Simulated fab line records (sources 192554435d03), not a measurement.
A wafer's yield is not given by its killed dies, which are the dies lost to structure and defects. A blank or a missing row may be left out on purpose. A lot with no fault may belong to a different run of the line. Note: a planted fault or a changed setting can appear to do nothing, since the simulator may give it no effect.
Matching of chambers || flow n5_finfet || ald_sin-01 running N5_BEOL_M3_ALD_98: 4 sister chambers
The step deposits SiO2, target thk 2.5 nm, pulse time 1 s, co reactant pulse time 1 s. 8 wafers are shown with their chamber, then 8 later ones without.

## WAFERS WITH THEIR CHAMBER
{"wafer": "L079.3", "chamber": 0, "heater_power_w (W)": 57, "precursor_pulse_height_rel": 0.994}
{"wafer": "L079.4", "chamber": 3, "heater_power_w (W)": 78, "precursor_pulse_height_rel": 1.004}
{"wafer": "L079.6", "chamber": 2, "heater_power_w (W)": 101, "precursor_pulse_height_rel": 1.010}
{"wafer": "L080.3", "chamber": 0, "heater_power_w (W)": 58, "precursor_pulse_height_rel": 1.008}
{"wafer": "L081.1", "chamber": 2, "heater_power_w (W)": 102, "precursor_pulse_height_rel": 0.978}
{"wafer": "L081.4", "chamber": 1, "heater_power_w (W)": 80, "precursor_pulse_height_rel": 1.002}
{"wafer": "L081.5", "chamber": 3, "heater_power_w (W)": 78, "precursor_pulse_height_rel": 1.008}
{"wafer": "L085.2", "chamber": 1, "heater_power_w (W)": 80, "precursor_pulse_height_rel": 1.029}

## WAFERS WITH NO CHAMBER GIVEN
{"wafer": "L085.3", "heater_power_w (W)": 60, "precursor_pulse_height_rel": 1.020}
{"wafer": "L085.6", "heater_power_w (W)": 79, "precursor_pulse_height_rel": 1.006}
{"wafer": "L087.1", "heater_power_w (W)": 78, "precursor_pulse_height_rel": 1.024}
{"wafer": "L087.5", "heater_power_w (W)": 77, "precursor_pulse_height_rel": 0.988}
{"wafer": "L087.6", "heater_power_w (W)": 100, "precursor_pulse_height_rel": 1.018}
{"wafer": "L094.2", "heater_power_w (W)": 79, "precursor_pulse_height_rel": 1.012}
{"wafer": "L094.3", "heater_power_w (W)": 57, "precursor_pulse_height_rel": 1.020}
{"wafer": "L094.5", "heater_power_w (W)": 80, "precursor_pulse_height_rel": 1.035}

## CHAMBER TAKEN BY EACH
{"wafer": "L085.3", "from the rows above": 0, "in truth": 0}
{"wafer": "L085.6", "from the rows above": "can't be placed: 3 or 1", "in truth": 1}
{"wafer": "L087.1", "from the rows above": 3, "in truth": 3}
{"wafer": "L087.5", "from the rows above": 3, "in truth": 3}
{"wafer": "L087.6", "from the rows above": 2, "in truth": 2}
{"wafer": "L094.2", "from the rows above": "can't be placed: 1 or 3", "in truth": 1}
{"wafer": "L094.3", "from the rows above": 0, "in truth": 0}
{"wafer": "L094.5", "from the rows above": 1, "in truth": 1}
6 of 8 placed correctly. These rows do not allow placing 2 (true chamber among the candidates in 2). Number placed wrongly: 0.
How it was worked out, from the rows above alone: a wafer's distance from a chamber is the root of the sum, over the readings, of the square of ((its reading less the chamber's mean) divided by the reading's scatter). The wafer belongs to the nearest chamber; if the next one is less than 2 further off, it can't be placed. Each chamber's mean is taken over the wafers shown for it. The scatter is the square root of a quotient: the sum, over the shown wafers, of each reading's squared deviation from its chamber's mean, divided by wafers minus chambers.
